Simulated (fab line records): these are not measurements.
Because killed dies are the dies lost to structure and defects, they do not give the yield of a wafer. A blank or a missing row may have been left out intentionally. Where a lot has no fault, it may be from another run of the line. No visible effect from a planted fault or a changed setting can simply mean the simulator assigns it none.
fab line records | flow n5Finfet
[record] lots = 5 | wafers = 15 | lastDay = 17
route steps=1938 shown BEOL_M4@1099 BEOL_M5@1112 MIM_TOP@1838 PASSIVATION@1936
lots untouched by any fault: they come from a run of this same line in which no faults occurred
startH: hours from the record's opening day to when the first of the lot's shown wafers began | waitH: how many hours have passed since the lot's step before this one | " repeats the value in the row above | L1.1+2: a row that stands for several wafers | - no value, or no start given | * or withheld: withheld | < > ~ a bound
route shown NAME@n: a module of which the file shows steps, and the number in the route of the first | usual: the fault-free wafers' mean and standard deviation | same: alike in all rows | chamber/n: place in a boat | sites: each site's reading | _std_site: how widely they spread, as a standard deviation | _edge_site: outer sites' mean less inner sites' | radiusMm: how far each site lies from the wafer's centre | mask NAME#n: copy n | behind: the most recent tool/chamber to have shaped the wafer | hold: why the lot went on hold/how many hours it stayed there/how the hold came to an end | device: names the non-switching transistor (n, p or np) | end of line: the tests these same wafers got at the end of their route | for a step that has no rows: nothing shown but its recipe | killed: not the wafer's yield, but the dies lost to structure and defects at the first sort | map: a wafer's dies, x killed, . not, _ none there
set.NAME: the setting the step ran with; set.NAME@STEP: the setting that earlier step ran with | model.NAME: the simulator's own value behind a step, which no gauge read
lots at some steps of the route; a table a step, a row a wafer
services: the hour from which a tool's chamber was out of use, counted from the record's first day as startH (under 0 if before that day), plus the number of hours and why
[[steps]]
[step N5_BEOL_M4_ANNEAL_95]
[recipe] tempC = 400 | timeS = 240 | ambient = vacuum
[step N5_BEOL_M4_SPUTTER_96]
[recipe] material = Cu | targetThkA = 45 | tempC = -20 | chamberPressurePa = 0.07 | powerW = withheld | timeS = 8.29
[step N5_BEOL_M4_ECD_50]
[recipe] material = Cu | targetThkA = 3000
[step N5_BEOL_M4_ANNEAL_51]
[recipe] tempC = 225 | timeS = 90 | ambient = N2
[step N5_BEOL_M4_CMP_52]
[recipe] stopOn = SiOC | tOverpolishS = 6.8 | downForcePsi = 1 | platenRpm = 50 | clearingPlatenDownForcePsi = 1.5 | clearingPlatenRpm = 50 | postCmpClean = cuAlkaline | targetThkNm = 40 | clearingPlatenPadVelocityMS = 0.99484 | padVelocityMS = 0.99484
[step N5_BEOL_M4_PRE_CLEAN_60]
[recipe] gas = NH3/H2 | timeS = 15 | tempC = * | rfPowerW = 300
[step N5_BEOL_M4_CO_CAP_55]
[recipe] material = Co | targetThkA = 20 | tempC = 200 | precursor = CCTBA/H2 | pressureTorr = 30 | timeS = 102.1
[step N5_BEOL_M4_PRE_CLEAN_56]
[recipe] gas = NH3 | timeS = 15 | tempC = withheld | rfPowerW = 300
[step N5_BEOL_M4_DEP_57]
[recipe] material = SiCN | targetThkA = 80 | tempC = withheld | precursor = 3MS/NH3 | pressureTorr = 3 | rfW = 202 | timeS = 14
[step N5_BEOL_M4_RC_MEAS_101]
[usual] DIBL_N = 36.4/1.4 | DIBL_P = 36.4/1.5 | IOFF_N = 0.156/0.022 | IOFF_P = 0.210/0.023 | ION_N = 675/9.1 | ION_P = 463/5.7 | SS_N = 71.6/0.45 | SS_P = 73.3/0.56 | VT_N = 250/3.1 | VT_P = -250.3/2.3
lot.wafer | tool      | chamber | startH | waitH | DIBL_N[mV/V] | DIBL_P[mV/V] | IOFF_N[nA/um] | IOFF_P[nA/um] | ION_N[uA/um] | ION_P[uA/um] | SS_N[mV/dec] | SS_P[mV/dec] | VT_N[mV] | VT_P[mV]
L797.1    | prober-01 | 0       | 202.15 | 0.0   | 34.8         | 36.3         | 0.141         | 0.185         | 678          | 460          | 71.9         | 72.6         | 253      | -254.2
L797.3    | "         | 0       | "      | "     | 35.2         | 37.2         | 0.153         | 0.196         | 680          | 467          | 71.5         | 73.3         | 251      | -251.4
L797.5    | "         | 0       | "      | "     | 35.5         | 36.8         | 0.151         | 0.196         | 666          | 458          | 72.1         | 73.1         | 250      | -254.6
L805.2    | prober-01 | 0       | 249.31 | 0.2   | 35.5         | 35.9         | 0.131         | 0.182         | 667          | 459          | 71.7         | 72.6         | 256      | -250.9
L805.4    | "         | 0       | "      | "     | 35.2         | 36.1         | 0.131         | 0.184         | 666          | 454          | 71.9         | 72.8         | 258      | -252.4
L805.6    | "         | 0       | "      | "     | 35.7         | 36.6         | 0.135         | 0.188         | 669          | 458          | 71.7         | 72.8         | 255      | -252.5
L806.1    | prober-02 | 0       | 256.94 | 0.0   | 38.4         | 38.2         | 0.176         | 0.193         | 674          | 451          | 72.1         | 74.2         | 249      | -253.9
L806.3    | "         | 0       | "      | "     | 37.3         | 38.2         | 0.160         | 0.187         | 674          | 458          | 72.0         | 73.6         | 249      | -254.2
L806.5    | "         | 0       | "      | "     | 37.7         | 37.1         | 0.151         | 0.172         | 664          | 449          | 72.8         | 73.3         | 252      | -255.6
L808.2    | prober-01 | 0       | 257.46 | 0.2   | 34.8         | 34.8         | 0.123         | 0.179         | 656          | 450          | 71.4         | 73.2         | 256      | -254.4
L808.5    | "         | 0       | "      | "     | 36.0         | 36.2         | 0.136         | 0.194         | 660          | 464          | 71.5         | 74.0         | 255      | -252.4
L808.6    | "         | 0       | "      | "     | 37.7         | 37.9         | 0.170         | 0.232         | 671          | 461          | 72.1         | 73.5         | 252      | -250.2
L815.1    | prober-02 | 0       | 310.96 | 0.0   | 34.6         | 35.7         | 0.124         | 0.189         | 660          | 465          | 71.1         | 72.1         | 249      | -249.2
L815.3    | "         | 0       | "      | "     | 34.8         | 36.3         | 0.135         | 0.187         | 667          | 463          | 71.1         | 72.6         | 253      | -251.5
L815.5    | "         | 0       | "      | "     | 34.5         | 35.2         | 0.127         | 0.180         | 671          | 460          | 71.5         | 72.2         | 252      | -251.7
[step N5_BEOL_M5_ILD_DEP_00]
[recipe] material = SiCOH_lowk | targetThkA = 1406.4 | tempC = 300 | precursor = DEMS/porogen | pressureTorr = 5 | rfW = 500 | timeS = 25.9
[step N5_BEOL_M5_CURE_79]
[recipe] tempC = 385 | timeS = 240 | ambient = He/Ar | material = SiCOH_lowk
[step N5_BEOL_M5_PECVD_70]
[recipe] material = SiO2 | targetThkA = 160 | tempC = 400 | precursor = TEOS/O2 | pressureTorr = 5.5 | rfW = 450 | teosFlowSccm = 53.8 | gas = O2 | flowSccm = 3000 | timeS = 18
[step N5_BEOL_M5_HM_DEP_02]
[recipe] material = TiN | targetThkA = 200 | tempC = 25 | chamberPressurePa = 0.49996
[step N5_BEOL_M5_COAT_59]
[recipe] resist = SOC | tempC = 250 | timeS = 60 | spinRpm = 1500 | resistThkNm = 60
[step N5_BEOL_M5_COAT_60]
[recipe] resist = SiARC | tempC = 220 | timeS = 60 | spinRpm = 1500 | resistThkNm = 12
[step N5_BEOL_M5_COAT_71]
[recipe] resist = underlayer | tempC = 205 | timeS = 60 | spinRpm = 1500 | resistThkNm = 5
[step N5_BEOL_M5_COAT_05]
[recipe] resist = CAR-EUV | spinRpm = 1500 | resistThkNm = 30
[step N5_BEOL_M5_EBR_07]
[recipe] solvent = PGMEA | ebrWidthMm = 1.5
[step N5_BEOL_M5_SOFTBAKE_06]
[recipe] tempC = 110 | timeS = 60 | resist = CAR-EUV
[step N5_BEOL_M5_EXPOSE_08]
[recipe] maskId = M5 | na = 0.33 | sourceShape = annular | sigmaInner = 0.4 | sigmaOuter = 0.8 | polarization = unpolarized | targetCdNm = 28 | doseMj = 35.75
[step N5_BEOL_M5_PEB_09]
[recipe] pebTempC = 100 | pebTimeS = 60 | resist = CAR-EUV
[step N5_BEOL_M5_DEVELOP_10]
[recipe] developTimeS = 30 | developer = TMAH | resist = CAR-EUV | rinseLiquid = surfactantRinse | dry = airSpin | devTempC = 23
[step N5_BEOL_M5_DESCUM_16]
[recipe] chemistry = O2 | timeS = 7 | sourcePowerW = 50 | biasPowerW = 20 | pressureMtorr = 20 | rfFrequencyHz = 2.712e+07 | tempC = 40 | resist = CAR-EUV | o2FlowSccm = 225
[step N5_BEOL_M5_ETCH_72]
[recipe] chemistry = N2/H2 | target = underlayer | targetDepthA = 65 | maskMaterial = CAR-EUV | timeS = 5.2 | ionEnergyEv = 200 | pressureMtorr = 30 | sourceW = 840 | biasW = 150 | n2FlowSccm = 200 | h2FlowSccm = 200 | ends = cleared
[step N5_BEOL_M5_ETCH_61]
[recipe] chemistry = CF4 | target = SiARC | targetDepthA = 156 | maskMaterial = CAR-EUV | timeS = 26 | ionEnergyEv = 80 | pressureMtorr = 40 | sourceW = 545 | biasW = 36 | Ar_flow_sccm = 100 | cf4FlowSccm = 100 | ends = cleared
[step N5_BEOL_M5_ETCH_62]
[recipe] chemistry = N2/H2 | target = SOC | targetDepthA = 750 | overetchA = 150 | maskMaterial = SiARC | tempC = 40 | timeS = 112.5 | ionEnergyEv = 200 | pressureMtorr = 30 | sourceW = 840 | biasW = 150 | n2FlowSccm = 200 | h2FlowSccm = 200
[step N5_BEOL_M5_STRIP_63]
[recipe] chemistry = N2/H2 | tempC = 40 | n2FlowSccm = 200 | h2FlowSccm = 200 | rfFrequencyHz = 6e+07
[step N5_BEOL_M5_STRIP_73]
[recipe] chemistry = N2/H2 | tempC = 40 | n2FlowSccm = 200 | h2FlowSccm = 200 | rfFrequencyHz = 6e+07
[step N5_BEOL_M5_STRIP_64]
[recipe] chemistry = CF4 | resist = SiARC | powerW = 300 | biasPowerW = 75 | pressureMtorr = 50 | cf4FlowSccm = 150 | rfFrequencyHz = 6e+07
[step N5_BEOL_M5_HM_OPEN_17]
[recipe] chemistry = Cl2/BCl3 | targetDepthA = 200 | overetchA = 60 | target = TiN | maskMaterial = SOC | ionEnergyEv = 150 | pressureMtorr = 10 | icpW = 1000 | biasW = 126 | Cl2_flow_sccm = 53.25 | bcl3FlowSccm = 21.75 | Ar_flow_sccm = 25
[step N5_BEOL_M5_STRIP_19]
[recipe] chemistry = O2 | powerW = 400 | tempC = 40 | pressureMtorr = 30 | rfFrequencyHz = 6e+07 | biasPowerW = 0 | overashFraction = 0.2 | o2FlowSccm = 225
[step N5_BEOL_M5_COAT_65]
[recipe] resist = SOC | tempC = 250 | timeS = 60 | spinRpm = 1500 | resistThkNm = 60
[step N5_BEOL_M5_COAT_66]
[recipe] resist = SiARC | tempC = 220 | timeS = 60 | spinRpm = 1500 | resistThkNm = 12
[step N5_MIM_TOP_SPUTTER_03]
[recipe] material = TiN | targetThkA = 350 | tempC = 200 | powerW = 3000 | chamberPressurePa = 0.49996 | gas = Ar | reactivePartialPa = 0.37997 | timeS = 89.7
[usual] cathodeDcPowerW = 2999.9/0.51 | chamberPressurePa = 0.4999/0.00091 | throttleValvePct = 30.4/0.86
lot.wafer | tool          | chamber | startH | waitH | cathodeDcPowerW | chamberPressurePa | throttleValvePct
L797.1    | pvdSputter-01 | -       | 297.50 | 0.0   | 2999.9          | 0.5000            | 30.9
L797.3    | "             | -       | "      | "     | 2999.6          | 0.4999            | 30.4
L797.5    | "             | -       | "      | "     | 3000.0          | 0.4978            | 31.0
L805.2    | pvdSputter-01 | -       | 348.28 | 0.0   | -               | -                 | -
L805.4    | "             | -       | "      | "     | -               | -                 | -
L805.6    | "             | -       | "      | "     | -               | -                 | -
L808.2    | pvdSputter-01 | -       | 352.34 | 0.0   | -               | -                 | -
L808.5    | "             | -       | "      | "     | -               | -                 | -
L808.6    | "             | -       | "      | "     | -               | -                 | -
L806.1    | pvdSputter-03 | -       | 357.97 | 0.0   | -               | -                 | -
L806.3    | "             | -       | "      | "     | -               | -                 | -
L806.5    | "             | -       | "      | "     | -               | -                 | -
L815.1    | pvdSputter-01 | -       | 406.47 | 0.0   | 2999.6          | 0.4985            | 30.3
L815.3    | "             | -       | "      | "     | 2999.9          | 0.4988            | 31.3
L815.5    | "             | -       | "      | "     | 2999.2          | 0.5003            | 30.3
[step N5_PASSIVATION_PROBE_49]
[usual] defectLimitedYield = 91.5/1.3 | killed_at_M0_to_M3 = 33/10 | killed_at_M4_up = 13/4 | killedAtContacts = 12/6.3 | killedAtFrontEnd = 39/11 | killedAtOther = 3.4/2.6 | killedDies = 100/15 | killedOnRim = 13/4 | killedOpen = 65/11 | killedShort = 34/7.8 | sort_bin_5_function = 5.0/0.89 | sort_bin_6_memory = 3.2/0.58 | sortNPass = 1080/15 | sortYieldPct = 91.5/1.3
[same] grossDies = 1180 | killedAtBackSide = 0 | sort_bin_4_leakage[%] = 0 | sort_bin_8_speed[%] = 0
lot.wafer | tool      | chamber | startH | waitH | defectLimitedYield[%] | killed_at_M0_to_M3 | killed_at_M4_up | killedAtContacts | killedAtFrontEnd | killedAtOther | killedDies | killedOnRim | killedOpen | killedShort | sort_bin_5_function[%] | sort_bin_6_memory[%] | sortNPass | sortYieldPct[%]
L805.2    | prober-02 | -       | 361.97 | 0.1   | 0                     | 30                 | 11              | 10               | 49               | 1080          | 1180       | 152         | 80         | 29          | 96.8                   | 2.8                  | 0         | 0
L805.4    | prober-02 | -       | 362.07 | 0.2   | 0                     | 40                 | 9               | 14               | 52               | 1065          | 1180       | 152         | 70         | 47          | 95.7                   | 4.0                  | 0         | 0
L805.6    | prober-02 | -       | 362.17 | 0.3   | 0                     | 14                 | 7               | 12               | 34               | 1113          | 1180       | 152         | 46         | 27          | 98.1                   | 1.7                  | 0         | 0
L808.2    | prober-01 | -       | 363.49 | 0.1   | 0                     | 37                 | 10              | 8                | 29               | 1096          | 1180       | 152         | 62         | 26          | 96.9                   | 2.9                  | 0         | 0
L808.5    | prober-01 | -       | 363.64 | 0.2   | 0                     | 35                 | 8               | 7                | 46               | 1084          | 1180       | 152         | 60         | 43          | 96.4                   | 3.3                  | 0         | 0
L808.6    | prober-01 | -       | 363.69 | 0.3   | 0                     | 40                 | 9               | 2                | 48               | 1081          | 1180       | 152         | 58         | 44          | 96.3                   | 3.2                  | 0         | 0
L806.1    | prober-01 | -       | 369.37 | 0.0   | 0                     | 56                 | 18              | 8                | 37               | 1061          | 1180       | 152         | 79         | 39          | 95.8                   | 3.7                  | 0         | 0
L806.3    | prober-01 | -       | 369.47 | 0.1   | 0                     | 48                 | 7               | 15               | 20               | 1090          | 1180       | 152         | 57         | 29          | 96.4                   | 3.1                  | 0         | 0
L806.5    | prober-01 | -       | 369.57 | 0.2   | 0                     | 56                 | 13              | 6                | 29               | 1076          | 1180       | 152         | 70         | 33          | 96.5                   | 3.2                  | 0         | 0
// killed by level:class
L805.2 MIM_TOP:areaSputter=1071 BEOL_M3:geometricParticle:open=12 MOL_CONTACT_COAG:geometricParticle:open=8 FIN_SAQP:geometricParticle:open=7 BEOL_M2:geometricParticle:open=7 ILD0:geometricParticle:short=6 DUMMY_GATE:geometricParticle:open=5 ILD0:geometricParticle:open=5
L805.4 MIM_TOP:areaSputter=1063 FIN_SAQP:geometricParticle:short=17 FIN_SAQP:geometricParticle:open=12 MOL_CONTACT_COAG:geometricParticle:open=10 BEOL_M0_SAQP:geometricParticle:open=9 BEOL_M2:geometricParticle:open=8 BEOL_M0_SAQP:geometricParticle:short=7 BEOL_M1:geometricParticle:short=6
L805.6 MIM_TOP:areaSputter=1104 MOL_CONTACT_COAG:geometricParticle:open=11 FIN_SAQP:geometricParticle:short=8 DUMMY_GATE:geometricParticle:open=6 BEOL_M2:geometricParticle:open=6 FIN_SAQP:geometricParticle:open=5 MIM_TOP_ETCH:geometricParticle:short=5 ILD0:geometricParticle:short=3
L808.2 MIM_TOP:areaSputter=1092 BEOL_M3:geometricParticle:open=10 BEOL_M1:geometricParticle:open=7 STI_FIN_REVEAL:geometricParticle:open=6 GATE_CUT:geometricParticle:open=6 BEOL_M0_SAQP:geometricParticle:open=6 FIN_SAQP:geometricParticle:open=5 MOL_CONTACT_COAG:geometricParticle:open=5
L808.5 MIM_TOP:areaSputter=1077 BEOL_M0_SAQP:geometricParticle:open=10 BEOL_M0_SAQP:geometricParticle:short=10 FIN_SAQP:geometricParticle:short=8 FIN_SAQP:geometricParticle:open=8 STI_FIN_REVEAL:geometricParticle:open=6 BEOL_M3:geometricParticle:open=6 MOL_CONTACT_COAG:geometricParticle:open=5
L808.6 MIM_TOP:areaSputter=1078 BEOL_M3:geometricParticle:open=12 GATE_CUT:geometricParticle:short=10 BEOL_M0_SAQP:geometricParticle:short=10 BEOL_M0_SAQP:geometricParticle:open=9 FIN_SAQP:geometricParticle:short=7 FIN_SAQP:geometricParticle:open=6 ILD0:geometricParticle:short=5
L806.1 MIM_TOP:areaSputter=1060 BEOL_M0_SAQP:geometricParticle:short=17 BEOL_M0_SAQP:geometricParticle:open=12 FIN_SAQP:geometricParticle:open=10 BEOL_M2:geometricParticle:open=8 BEOL_M4:geometricParticle:open=8 FIN_SAQP:geometricParticle:short=7 MOL_CONTACT_COAG:geometricParticle:open=7
L806.3 MIM_TOP:areaSputter=1089 BEOL_M0_SAQP:geometricParticle:short=13 MOL_CONTACT_COAG:geometricParticle:open=12 BEOL_M0_SAQP:geometricParticle:open=10 BEOL_M3:geometricParticle:open=10 STI_FIN_REVEAL:geometricParticle:open=7 BEOL_M2:geometricParticle:open=6 FIN_SAQP:geometricParticle:short=5
L806.5 MIM_TOP:areaSputter=1074 BEOL_M0_SAQP:geometricParticle:open=20 BEOL_M0_SAQP:geometricParticle:short=14 FIN_SAQP:geometricParticle:short=9 BEOL_M3:geometricParticle:open=7 FIN_SAQP:geometricParticle:open=6 MOL_CONTACT_COAG:geometricParticle:open=6 BEOL_M2:geometricParticle:open=6
// map L805.2 (x killed, . not)
_________________xxxxxxxxxxxx________________
______________xxxxxxxxxxxxxxxxxx_____________
___________xxxxxxxxxxxxxxxxxxxxxxxx__________
__________xxxxxxxxxxxxxxxxxxxxxxxxxx_________
________xxxxxxxxxxxxxxxxxxxxxxxxxxxxxx_______
_______xxxxxxxxxxxxxxxxxxxxxxxxxxxxxxxx______
______xxxxxxxxxxxxxxxxxxxxxxxxxxxxxxxxxx_____
_____xxxxxxxxxxxxxxxxxxxxxxxxxxxxxxxxxxxx____
____xxxxxxxxxxxxxxxxxxxxxxxxxxxxxxxxxxxxxx___
___xxxxxxxxxxxxxxxxxxxxxxxxxxxxxxxxxxxxxxxx__
___xxxxxxxxxxxxxxxxxxxxxxxxxxxxxxxxxxxxxxxx__
__xxxxxxxxxxxxxxxxxxxxxxxxxxxxxxxxxxxxxxxxxx_
__xxxxxxxxxxxxxxxxxxxxxxxxxxxxxxxxxxxxxxxxxx_
_xxxxxxxxxxxxxxxxxxxxxxxxxxxxxxxxxxxxxxxxxxxx
_xxxxxxxxxxxxxxxxxxxxxxxxxxxxxxxxxxxxxxxxxxxx
_xxxxxxxxxxxxxxxxxxxxxxxxxxxxxxxxxxxxxxxxxxxx
_xxxxxxxxxxxxxxxxxxxxxxxxxxxxxxxxxxxxxxxxxxxx
_xxxxxxxxxxxxxxxxxxxxxxxxxxxxxxxxxxxxxxxxxxxx
_xxxxxxxxxxxxxxxxxxxxxxxxxxxxxxxxxxxxxxxxxxxx
_xxxxxxxxxxxxxxxxxxxxxxxxxxxxxxxxxxxxxxxxxxxx
_xxxxxxxxxxxxxxxxxxxxxxxxxxxxxxxxxxxxxxxxxxxx
__xxxxxxxxxxxxxxxxxxxxxxxxxxxxxxxxxxxxxxxxxx_
__xxxxxxxxxxxxxxxxxxxxxxxxxxxxxxxxxxxxxxxxxx_
___xxxxxxxxxxxxxxxxxxxxxxxxxxxxxxxxxxxxxxxx__
___xxxxxxxxxxxxxxxxxxxxxxxxxxxxxxxxxxxxxxxx__
____xxxxxxxxxxxxxxxxxxxxxxxxxxxxxxxxxxxxxx___
_____xxxxxxxxxxxxxxxxxxxxxxxxxxxxxxxxxxxx____
______xxxxxxxxxxxxxxxxxxxxxxxxxxxxxxxxxx_____
_______xxxxxxxxxxxxxxxxxxxxxxxxxxxxxxxx______
________xxxxxxxxxxxxxxxxxxxxxxxxxxxxxx_______
__________xxxxxxxxxxxxxxxxxxxxxxxxxx_________
___________xxxxxxxxxxxxxxxxxxxxxxxx__________
______________xxxxxxxxxxxxxxxxxx_____________
_________________xxxxxxxxxxxx________________
// map L806.1 (x killed, . not)
_________________xxxxxxxxxxxx________________
______________xxxxxxxxxxxxxxxxxx_____________
___________xxxxxxxxxxxxxxxxxxxxxxxx__________
__________xxxxxxxxxxxxxxxxxxxxxxxxxx_________
________xxxxxxxxxxxxxxxxxxxxxxxxxxxxxx_______
_______xxxxxxxxxxxxxxxxxxxxxxxxxxxxxxxx______
______xxxxxxxxxxxxxxxxxxxxxxxxxxxxxxxxxx_____
_____xxxxxxxxxxxxxxxxxxxxxxxxxxxxxxxxxxxx____
____xxxxxxxxxxxxxxxxxxxxxxxxxxxxxxxxxxxxxx___
___xxxxxxxxxxxxxxxxxxxxxxxxxxxxxxxxxxxxxxxx__
___xxxxxxxxxxxxxxxxxxxxxxxxxxxxxxxxxxxxxxxx__
__xxxxxxxxxxxxxxxxxxxxxxxxxxxxxxxxxxxxxxxxxx_
__xxxxxxxxxxxxxxxxxxxxxxxxxxxxxxxxxxxxxxxxxx_
_xxxxxxxxxxxxxxxxxxxxxxxxxxxxxxxxxxxxxxxxxxxx
_xxxxxxxxxxxxxxxxxxxxxxxxxxxxxxxxxxxxxxxxxxxx
_xxxxxxxxxxxxxxxxxxxxxxxxxxxxxxxxxxxxxxxxxxxx
_xxxxxxxxxxxxxxxxxxxxxxxxxxxxxxxxxxxxxxxxxxxx
_xxxxxxxxxxxxxxxxxxxxxxxxxxxxxxxxxxxxxxxxxxxx
_xxxxxxxxxxxxxxxxxxxxxxxxxxxxxxxxxxxxxxxxxxxx
_xxxxxxxxxxxxxxxxxxxxxxxxxxxxxxxxxxxxxxxxxxxx
_xxxxxxxxxxxxxxxxxxxxxxxxxxxxxxxxxxxxxxxxxxxx
__xxxxxxxxxxxxxxxxxxxxxxxxxxxxxxxxxxxxxxxxxx_
__xxxxxxxxxxxxxxxxxxxxxxxxxxxxxxxxxxxxxxxxxx_
___xxxxxxxxxxxxxxxxxxxxxxxxxxxxxxxxxxxxxxxx__
___xxxxxxxxxxxxxxxxxxxxxxxxxxxxxxxxxxxxxxxx__
____xxxxxxxxxxxxxxxxxxxxxxxxxxxxxxxxxxxxxx___
_____xxxxxxxxxxxxxxxxxxxxxxxxxxxxxxxxxxxx____
______xxxxxxxxxxxxxxxxxxxxxxxxxxxxxxxxxx_____
_______xxxxxxxxxxxxxxxxxxxxxxxxxxxxxxxx______
________xxxxxxxxxxxxxxxxxxxxxxxxxxxxxx_______
__________xxxxxxxxxxxxxxxxxxxxxxxxxx_________
___________xxxxxxxxxxxxxxxxxxxxxxxx__________
______________xxxxxxxxxxxxxxxxxx_____________
_________________xxxxxxxxxxxx________________
[[services]]
tool          | chamber | startH | hours | kind
pvdSputter-01 | -       | 283.92 | 0.7   | repair
[[key]]
[firstSign] step = N5_MIM_TOP_SPUTTER_03 | reading = toolRecord | direction = missing
[effect] step = N5_PASSIVATION_PROBE_49 | reading = killedAtOther | direction = up | sigmas = 99+ | usual = 3.4 | struck = 1082.9
[moreKillsBornAt] N5_MIM_TOP_SPUTTER_03@pvdSputter-01 = 6476 | N5_MIM_TOP_SPUTTER_03@pvdSputter-03 = 3223
metAt N5_MIM_TOP_SPUTTER_03
struckWafers L805.2,L805.4,L805.6,L806.1,L806.3,L806.5,L808.2,L808.5,L808.6
laterRowsLeftOut L805.2,L805.4,L805.6,L806.1,L806.3,L806.5,L808.2,L808.5,L808.6
onsetBetween 297.50 348.28
[fault] kind = skippedStepWhole | tool = pvdSputter-01,pvdSputter-03 | chamber = - | onsetH = 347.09 | steps = N5_MIM_TOP_SPUTTER_03 | scope = struckLotsOnly
// laterRowsLeftOut: the simulator's readings of these wafers behind a module that went badly wrong aren't trusted and aren't shown, but for the sort
